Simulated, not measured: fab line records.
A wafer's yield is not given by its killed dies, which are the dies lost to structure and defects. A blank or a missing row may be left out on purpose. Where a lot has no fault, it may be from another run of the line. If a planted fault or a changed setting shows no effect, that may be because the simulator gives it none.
A lot that was struck, set against a sound lot / flow n5-finfet / 16 steps out of a route of 1938
Sound: wafers L971.2, L971.3, L971.5. Struck: wafer L985.5; the same lot's L985.1 was not struck, so it is left out; see the end for the cause.
Each step with rows lists, per side, the tool, then ch with its chambers, then its first start. Under that, the readings that differ: sound wafers / struck wafers / difference of the means / sigmas: that difference in standard deviations of wafers without a fault.
alike: a reading whose means differ by less than 2 such deviations, as well as words and numbers matching on both sides. not compared: withheld readings; readings where some wafer has no value; bounds like >300 that might hide an equal value; numbers whose values overlap and for which the record gives no deviation.
The two part at a step that has a row with sigmas, a row that says differs or no value, or rows on one side only. Non-overlapping numbers with no deviation appear without sigmas and do not part them. Lack of a reading on every wafer of one side parts them only where that side has two or more wafers.

first, 8 steps without rows for these wafers: N5_BEOL_M1_COAT_62 (time 60 s, resist thk 12 nm); N5_BEOL_M1_COAT_73 (time 60 s, resist thk 5 nm); N5_BEOL_M1_COAT_05 (resist thk 30 nm); N5_BEOL_M1_EBR_07; N5_BEOL_M1_SOFTBAKE_06 (time 60 s); N5_BEOL_M1_EXPOSE_08 (exposes mask M1); N5_BEOL_M1_PEB_09 (peb time 60 s); N5_BEOL_M1_DEVELOP_10 (develop time 30 s).
N5_BEOL_M1_CD_MEAS_11: the cd target is 17.05 nm.
  sound on cd-sem-03 ch 0, day 6 16:40; struck on cd-sem-02 ch 0, day 10 10:41
  alike: cd-nm
N5_BEOL_M1_OVL_MEAS_12:
  sound on overlay-02 ch 0, day 6 16:41; struck on overlay-02 ch 0, day 10 10:43
  alike: M1_OVL
N5_BEOL_M1_INSPECT_13: inspects for defects (brightfield).
  sound on defect-inspect-01, day 6 16:45; struck on defect-inspect-01, day 10 10:47
  alike: raw-defect-count
N5_BEOL_M1_DESCUM_16: chemistry O2, time 7 s.
  sound on rie-diel-06 ch 0,3, day 6 17:10; struck on rie-diel-06 ch 0, day 10 10:49
  alike: drypump-motor-current-A, oes-product-au, rf-vpp-V, showerhead-plenum-p-Torr, throttle-valve-pct
  not compared: rf-hours-counter-h
N5_BEOL_M1_ETCH_74: etches underlayer in N2/H2, target depth 6.5 nm, time 5.2 s.
  sound on rie-diel-06 ch 0,3, day 6 17:12; struck on rie-diel-06 ch 0, day 10 10:51
reading=etch-rf-on-time-s (s); sound=5.25 5.24 5.29; struck=6.31; difference=+1.05; sigmas=+14
  alike: drypump-motor-current-A, oes-product-au, rf-vpp-V, showerhead-plenum-p-Torr, throttle-valve-pct
  not compared: rf-hours-counter-h
N5_BEOL_M1_ETCH_63: etches SiARC in CF4, target depth 15.6 nm, time 26 s.
  sound on rie-diel-06 ch 0,3, day 6 17:13; struck on rie-diel-06 ch 0, day 10 10:52
  alike: cf4-flow-sccm, drypump-motor-current-A, etch-rf-on-time-s, oes-product-au, rf-vpp-V, showerhead-plenum-p-Torr, throttle-valve-pct
  not compared: rf-hours-counter-h
-- record jumps: 6 days separate the struck wafers' starts on either side; left off in module BEOL_M1, taken up again in module BEOL_M4, whose first shown step is the route's number 1111 --
N5_BEOL_M4_RC_MEAS_101:
  sound on prober-01 ch 0, day 10 03:59; struck on prober-01 ch 0, day 16 16:17
  alike: DIBL_N, DIBL_P, IOFF_N, IOFF_P, ION_N, ION_P, SS_N, SS_P, VT_N, VT_P
-- here the record skips 5 days between the struck wafers' starts before and after, leaving off in module BEOL_M4 and picking up in module PASSIVATION (first step shown: number 1936 of the route) --
N5_PASSIVATION_PROBE_49:
  sound on prober-01, day 14 18:28; struck on prober-01, day 21 05:44
  alike: defect-limited-yield, killed_at_M0_to_M3, killed_at_M4_up, killed-at-contacts, killed-at-front-end, killed-at-other, killed-dies, killed-open, killed-short, sort_bin_5_function, sort_bin_6_memory, sort-n-pass, sort-yield-pct

## WHERE THEY PART
N5_BEOL_M1_ETCH_74 only, going by this record. Later steps at which nothing parts them and some readings are alike: N5_BEOL_M1_ETCH_63, N5_BEOL_M4_RC_MEAS_101, N5_PASSIVATION_PROBE_49.

WHY: the cause the simulator had injected
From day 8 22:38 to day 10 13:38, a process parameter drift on rie-diel-06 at N5_BEOL_M1_ETCH_74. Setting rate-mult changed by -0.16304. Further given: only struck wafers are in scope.
